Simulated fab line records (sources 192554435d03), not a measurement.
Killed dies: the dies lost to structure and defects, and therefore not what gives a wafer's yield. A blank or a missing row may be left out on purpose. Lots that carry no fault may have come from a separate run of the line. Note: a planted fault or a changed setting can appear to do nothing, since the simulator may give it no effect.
8D (eight disciplines) problem report, filled in by code || flow n5_finfet || the parts of the form that need people (team, actions taken, sign-off) are left out

1. PROBLEM STATEMENT
Wafers without a fault read 1499.8 rpm, standard deviation 1.1; spin_speed_rpm at N5_BEOL_M6_COAT_05 reads a mean of 1718.6 rpm on 6 wafers belonging to 2 lots. So: +99 or more standard deviations from the usual mean.
The step: resist thk 90 nm.
First observed at day 12 17:40: wafer L674.3, on litho_track-02. The record holds 18 wafers of 6 lots with a number at this step. Rule for "out" (also "out of limits"): further than 4 standard deviations from the usual mean. The rest of the wafers with a number are treated as sound.

2. WHAT IT IS AND WHAT IT IS NOT
{"question": "which readings at this step", "is": "spin_speed_rpm", "is not": "-"}
{"question": "which lots", "is": "L674, L675", "is not": "L659, L662, L679, L680"}
{"question": "which wafers of those lots", "is": "all that have a number", "is not": "-"}
{"question": "read on which tools", "is": "litho_track-02", "is not": "litho_track-01"}
{"question": "when", "is": "from day 12 17:40", "is not": "up to then (6 sound wafers); but 6 sound wafers of L679, L680 came after"}

3. SUSPECTS, AND WHAT RULES EACH OUT
Counting: a tool at any process step up to the reading remains a suspect when it ran all the lots that are out and ran no sound lot after the first of those.
- cvd_co-01 at N5_BEOL_M5_CO_CAP_78 (material Co, precursor CCTBA/H2, target thk 2 nm, time 102.1 s): ruled out as a lasting fault. Sound lots L680, L679 ran on it after its first lot that is out, L674 (day 12 16:01).
- litho_track-02 at N5_BEOL_M6_COAT_05 (resist thk 90 nm): kept. It processed each lot that is out, first L674 at day 12 17:40, and no sound lot thereafter; up to then, the last sound lot it processed was L662 at day 9 19:28. On those wafers its own readings are out: spin_speed_rpm.
After counting, what remains is litho_track-02 at N5_BEOL_M6_COAT_05.

4. THE CAUSE (what the simulator had put in)
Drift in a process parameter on litho_track-02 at N5_BEOL_M6_COAT_05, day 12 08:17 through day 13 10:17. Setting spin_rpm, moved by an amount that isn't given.
This tool alone remained once counting was done.

5. THE CHAIN OF EFFECTS, in route order
Rows list readings where the struck wafers' mean (over those with a number) sits beyond 3 standard deviations from the usual. Only readings whose record carries a usual standard deviation are examined. hours: median over the lots of the time between each lot's start at the first step of this table that gives one and its start at this step. sigmas: the change, counted in usual standard deviations.
{"hours": 0, "step": "N5_BEOL_M6_COAT_05", "reading": "spin_speed_rpm", "usual": "1499.8 rpm", "on struck wafers": 1718.6, "change": "+218.8", "sigmas": "+99 or more"}
Here are the process steps it includes:
- N5_BEOL_M6_COAT_05: resist thk 90 nm.
At these later measuring or inspecting steps, every struck wafer for which the step has a row has a number for every such reading, and none has moved that far: N5_BEOL_M6_CD_MEAS_11, N5_BEOL_M6_OVL_MEAS_12, N5_BEOL_M6_INSPECT_13.

6. WHAT WOULD HAVE CAUGHT IT SOONER
9 hours passed between the start of the fault at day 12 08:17 and the first reading out of limits in this record, taken at day 12 17:40.
